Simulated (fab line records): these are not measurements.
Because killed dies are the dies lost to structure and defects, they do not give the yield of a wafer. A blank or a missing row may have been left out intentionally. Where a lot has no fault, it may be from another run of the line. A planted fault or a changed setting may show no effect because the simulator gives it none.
A lot that was struck, set against a sound lot | flow nand harc | 15 out of 1302 route steps
Sound: wafers L404.1, L404.2, L404.3. The struck wafers were L417.2, L417.4, L417.6. The cause is given at the end.
At each step with rows: each side's tool, then ch and its chambers, then its first start. Under that, the readings that differ: sound wafers | struck wafers | difference of the means | sigmas: that difference in standard deviations of wafers without a fault.
alike: readings with means less than 2 such deviations apart, plus words and numbers identical on both sides. not compared: withheld readings, readings lacking a value on some wafer, bounds such as >300 that could conceal the same value, and numbers that have no deviation in the record and whose values overlap.
A row with sigmas, a row that says differs or no value, or rows on one side alone: a step with any of these is where the two part. When numbers do not overlap yet have no deviation, they are printed without sigmas and do not part them. A reading missing from all wafers of one side parts the sides only when that side holds two or more wafers.

first, 1 step without rows for these wafers: NHARC_A_ONON_D1_DEP_09 (target thk 1000 nm).
NHARC_A_ONON_D1_THK_MEAS_11: measures by ellipsometry.
  struck on film metro-01, day 14 15:10; sound on film metro-01, day 9 06:08
  alike: thk nm
next comes 1 step that has no rows for these wafers: NHARC_A_ONON_D1_DEP_12 (target thickness 1000 nm).
NHARC_A_ONON_D1_THK_MEAS_14: measures by ellipsometry.
  struck on film metro-02, day 14 15:44; sound on film metro-02, day 9 06:43
  alike: thk nm
then, 2 steps without rows for these wafers: NHARC_A_ONON_D1_ANNEAL_15 (time 3600 s); NHARC_A_ONON_D1_DEP_16 (target thk 1000 nm).
NHARC_A_ONON_D1_THK_MEAS_18: measures by ellipsometry.
  struck on film metro-02, day 14 23:34; sound on film metro-01, day 9 14:31
  alike: thk nm
next comes 1 step that has no rows for these wafers: NHARC_A_ONON_D1_DEP_19 (target thickness 1000 nm).
NHARC_A_ONON_D1_THK_MEAS_21: measures by ellipsometry.
  struck on film metro-01, day 15 00:08; sound on film metro-02, day 9 15:05
  alike: thk nm
next comes 1 step that has no rows for these wafers: NHARC_A_ONON_D1_DEP_22 (target thickness 1000 nm).
NHARC_A_ONON_D1_THK_MEAS_24: measures by ellipsometry.
  struck on film metro-01, day 15 00:43; sound on film metro-02, day 9 15:39
  alike: thk nm
NHARC_A_ONON_D1_DEP_25: target thk 1000 nm.
  sound on pecvd onon-03 ch 0, day 9 15:43; struck on pecvd onon-04 ch 0, day 15 00:50
  alike: sih4 flow sccm
NHARC_A_ONON_D1_THK_MEAS_27: measures by ellipsometry.
  struck on film metro-01, day 15 01:17; sound on film metro-02, day 9 16:13
  reading     | sound       | struck         | difference | sigmas
  thk nm (nm) | 997 995 996 | 1201 1203 1201 | +206       | +21
next comes 1 step that has no rows for these wafers: NHARC_A_ONON_D1_DEP_28 (target thickness 1000 nm).
-- jump in the record: it breaks off in module A_ONON_D1 and resumes in module END (first step shown: number 1302 of the route), and 15 days separate the struck wafers' starts before and after --
NHARC_END_SORT_01:
  only the struck wafers appear in the record here, on prober-01 ch 0 at day 30 11:11; the sound ones have no rows

WHERE THEY PART
At NHARC_A_ONON_D1_THK_MEAS_27 first; at NHARC_END_SORT_01 last (within this record only).

WHY: the cause the simulator had injected
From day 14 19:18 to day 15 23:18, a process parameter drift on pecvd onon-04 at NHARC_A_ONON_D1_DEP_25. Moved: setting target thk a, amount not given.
